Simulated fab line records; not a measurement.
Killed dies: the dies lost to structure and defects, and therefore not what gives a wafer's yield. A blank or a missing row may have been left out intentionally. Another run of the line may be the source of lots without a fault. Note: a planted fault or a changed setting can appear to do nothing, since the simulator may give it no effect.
A lot that was struck, set against a sound lot :: flow nand_harc :: 15 out of 1302 route steps
Sound: these wafers, L460.1, L460.3, L460.6. The struck wafers were L467.3, L467.6. The cause comes at the end.
At each step with rows: each side's tool, then ch and its chambers, then its first start. Under that, the readings that differ: sound wafers :: struck wafers :: difference of the means :: sigmas: that difference in standard deviations of wafers without a fault.
alike: same words and numbers on both sides, and readings whose means sit less than 2 such deviations apart. not compared: any withheld reading, any reading some wafer has no value for, any bound like >300 that may hide the same value, and any number with overlapping values for which the record gives no deviation.
A row with sigmas, a row that says differs or no value, or rows on one side alone: a step with any of these is where the two part. Numbers that don't overlap but have no deviation are shown without sigmas and don't part them. Lack of a reading on every wafer of one side parts them only where that side has two or more wafers.

first, 8 steps without rows for these wafers: NHARC_P_M2_HMDS_02 (time 30 s); NHARC_P_M2_COAT_34 (time 65 s); NHARC_P_M2_COAT_03 (resist thk 90 nm); NHARC_P_M2_SOFTBAKE_04 (time 55 s); NHARC_P_M2_EBR_05; NHARC_P_M2_EXPOSE_06 (exposes mask P M2, target cd 170 nm); NHARC_P_M2_PEB_07 (peb time 65 s); NHARC_P_M2_DEVELOP_08 (develop time 35 s).
NHARC_P_M2_CD_MEAS_09 targets a cd of 170 nm.
  sound on cd_sem-03 ch 0, day 6 22:07; struck on cd_sem-03 ch 0, day 9 14:14
  alike: cd_nm
NHARC_P_M2_OVL_MEAS_10: pitch 340 nm.
  sound on overlay-01, day 6 22:11; struck on overlay-02, day 9 14:19
reading: overlay_y_nm (nm)
sound: 0.7 1.4 1.1
struck: -0.7 -0.7
difference: -1.8
sigmas: -2
  alike: overlay_x_nm
NHARC_P_M2_INSPECT_11:
  sound on defect_inspect-02, day 6 22:14; struck on defect_inspect-01, day 9 14:22
  alike: raw_defect_count
NHARC_P_M2_DESCUM_14: chemistry O2, time 3 s.
  sound on rie_diel-07 ch 0,2, day 6 22:18; struck on rie_diel-03 ch 1,3, day 9 14:26
  alike: drypump_motor_current_A, oes_product_au, rf_vpp_V, showerhead_plenum_p_Torr, throttle_valve_pct
  not compared: rf_hours_counter_h
NHARC_P_M2_ETCH_35: etches the open film in N2/H2, target depth 40 nm, overetch 12 nm, time 43.94 s.
  sound on rie_diel-07 ch 1,2, day 6 22:23; struck on rie_diel-03 ch 0,1, day 9 14:30
reading: bias_w (W)
sound: 150.1 149.5 150.5
struck: - -
difference: no value on the struck wafers
sigmas: 

reading: drypump_motor_current_A (A)
sound: 6.0 6.2 6.0
struck: 5.6 5.2
difference: -0.7
sigmas: -2

reading: run_length_s (s)
sound: 64.8 65.6 64.3
struck: 55.1 55.1
difference: -9.8
sigmas: -24
  alike: n2_flow_sccm, oes_product_au, rf_vpp_V, showerhead_plenum_p_Torr, throttle_valve_pct
  not compared: rf_hours_counter_h
NHARC_P_M2_ETCH_15: etches the open film in C4F8/Ar, target depth 182.5 nm, time 91.2 s.
  sound on rie_diel-07 ch 0,1,2; struck on rie_diel-03 ch 1,2
  alike: bias_w, oes_product_au, rf_vpp_V, run_length_s
  not compared: rf_hours_counter_h
-- break in the record here, with 18 days between the starts of the struck wafers on either side (left off in module P_M2, picked up again in module END, where the first step shown is number 1302 on the route) --
NHARC_END_SORT_01:
  sound on prober-01 ch 0, day 25 10:56; struck on prober-02 ch 0, day 27 18:23
  alike: defect_limited_yield, killed_at_array, killed_at_other, killed_at_periphery, killed_dies, killed_open, killed_short

== WHERE THEY PART ==
First at NHARC_P_M2_OVL_MEAS_10; last, within this record, at NHARC_P_M2_ETCH_35. Later steps at which nothing parts them and some readings are alike: NHARC_P_M2_ETCH_15, NHARC_END_SORT_01.

WHY: what the simulator had put in
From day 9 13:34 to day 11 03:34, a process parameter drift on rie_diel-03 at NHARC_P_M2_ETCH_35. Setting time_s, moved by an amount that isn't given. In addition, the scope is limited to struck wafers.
